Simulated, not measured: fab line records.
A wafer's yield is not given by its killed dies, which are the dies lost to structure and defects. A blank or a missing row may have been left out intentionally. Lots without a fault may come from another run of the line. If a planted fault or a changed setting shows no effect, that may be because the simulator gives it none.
Split-lot experiment | flow n5-finfet | on a route of 1938 steps: 7 lots, 21 wafers read

THE SPLIT ITSELF
At N5_SD_EPI_N_COAT_03 (resist thk 150 nm), the setting spin-rpm was moved away from the recipe's 1500 rpm on 7 of the 21 wafers read, by -7.7% to +10.5%. This setting was run at the recipe's value on the other wafers.

SPLIT TO READING: what lies between them in the file, 1 step
- N5_SD_EPI_N_PEB_07: peb time 60 s (also split here: peb-temp-c)

THE READING
CAR-ArF-block_of_SD_EPI_N_COAT_03.thk-nm (the simulator's own value, which no gauge read), in nm, at N5_SD_EPI_N_DEVELOP_08 (develop time 30 s). The file does not state a usual value for it. Across the 14 wafers here that went through the recipe, the average is 148.7 nm and the standard deviation 0.36 nm.

wafer  | tool, chamber at the split | spin-rpm as run, rpm | against the recipe | CAR-ArF-block_of_SD_EPI_N_COAT_03.thk-nm, nm | against lot-mates on the recipe
L075.1 | litho-track-04, 0          | 1642                 | +9.5%              | 142                                          | -6.9
L075.4 | litho-track-04, 0          | 1500                 | recipe             | 148.6                                        | -
L075.5 | litho-track-04, 0          | 1500                 | recipe             | 149.2                                        | -
L080.1 | litho-track-01, 0          | 1500                 | recipe             | 148.6                                        | -
L080.3 | litho-track-01, 0          | 1500                 | recipe             | 148.8                                        | -
L080.5 | litho-track-01, 0          | 1500                 | recipe             | 149                                          | -
L083.3 | litho-track-01, 0          | 1500                 | recipe             | 147.8                                        | -
L083.5 | litho-track-01, 0          | 1658                 | +10.5%             | 141.4                                        | -6.6
L083.6 | litho-track-01, 0          | 1500                 | recipe             | 148.2                                        | -
L084.1 | litho-track-04, 0          | 1500                 | recipe             | 148.4                                        | -
L084.2 | litho-track-04, 0          | 1385                 | -7.7%              | 155                                          | +6.2
L084.3 | litho-track-04, 0          | 1500                 | recipe             | 149.2                                        | -
L088.1 | litho-track-01, 0          | 1500                 | recipe             | 148.8                                        | -
L088.3 | litho-track-01, 0          | 1657                 | +10.5%             | 141.2                                        | -7.6
L088.4 | litho-track-01, 0          | 1657                 | +10.5%             | 141.4                                        | -7.4
L090.3 | litho-track-04, 0          | 1500                 | recipe             | 148.6                                        | -
L090.4 | litho-track-04, 0          | 1441                 | -3.9%              | 151.8                                        | +3.2
L090.6 | litho-track-04, 0          | 1441                 | -3.9%              | 151.4                                        | +2.8
L093.1 | litho-track-01, 0          | 1500                 | recipe             | 148.6                                        | -
L093.3 | litho-track-01, 0          | 1500                 | recipe             | 148.6                                        | -
L093.6 | litho-track-01, 0          | 1500                 | recipe             | 148.8                                        | -

THE FIT
A straight line over all 21 wafers: CAR-ArF-block_of_SD_EPI_N_COAT_03.thk-nm changes by -0.722 nm for each +1% of spin-rpm; r = -0.99; the points scatter about the line by 0.37 nm.
The same after taking each lot's own level away (the mean of its wafers on the recipe; 21 wafers): -0.717 nm for each +1%; r = -1.00; scatter 0.33 nm.
According to that fit, moving spin-rpm by its largest amount changes the reading by 7.6 nm.
From 148.00 to 148.90 nm: that is the span of the lots' own levels, equal to 2.5 times the standard deviation above.
The two slopes are in agreement: the lot-to-lot level therefore moves the slope only a little.
Check: for one of the wafers moved furthest among these (+10.5%), held out of the fit, the line's prediction against its lot-mates is -7.72 nm. Against them it came out at -6.6 nm.

ADDITIONAL SPLITS CARRIED BY THESE WAFERS
Note: prior to the reading, these wafers also went through further splits. Each is held against what the fit with the lots' levels taken away leaves over:
other split on the same wafers           | wafers away from the commonest value | r with CAR-ArF-block_of_SD_EPI_N_COAT_03.thk-nm (lot level and that fit taken away)
N5_PMOS_HMC_CHANNEL_EPI_COAT_31 spin-rpm | 6                                    | +0.13
N5_FIN_SAQP_PECVD_06 time-s              | 7                                    | +0.27
N5_FIN_SAQP_HM_DEP_72 time-s             | 6                                    | -0.15
N5_FIN_CUT_CUT_ETCH_26 source-w          | 4                                    | -0.27
N5_SD_EPI_N_PEB_07 peb-temp-c            | 6                                    | +0.02

THE WHOLE CHAIN: every reading that the file lists as answering this split, in the file's order
step                   | what it does      | reading                                                                                   | change (the file's fit)               | r (the file's)
N5_SD_EPI_N_COAT_03    | resist thk 150 nm | CAR-ArF-block_of_SD_EPI_N_COAT_03.thk-nm (the simulator's own value, which no gauge read) | -0.704 nm for each +1% of the setting | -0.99
N5_SD_EPI_N_DEVELOP_08 | develop time 30 s | CAR-ArF-block_of_SD_EPI_N_COAT_03.thk-nm (the simulator's own value, which no gauge read) | -0.709 nm for each +1% of the setting | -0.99

FILE'S OWN FIT
CAR-ArF-block_of_SD_EPI_N_COAT_03.thk-nm changes by -0.709 nm for each +1% of spin-rpm, r = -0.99.
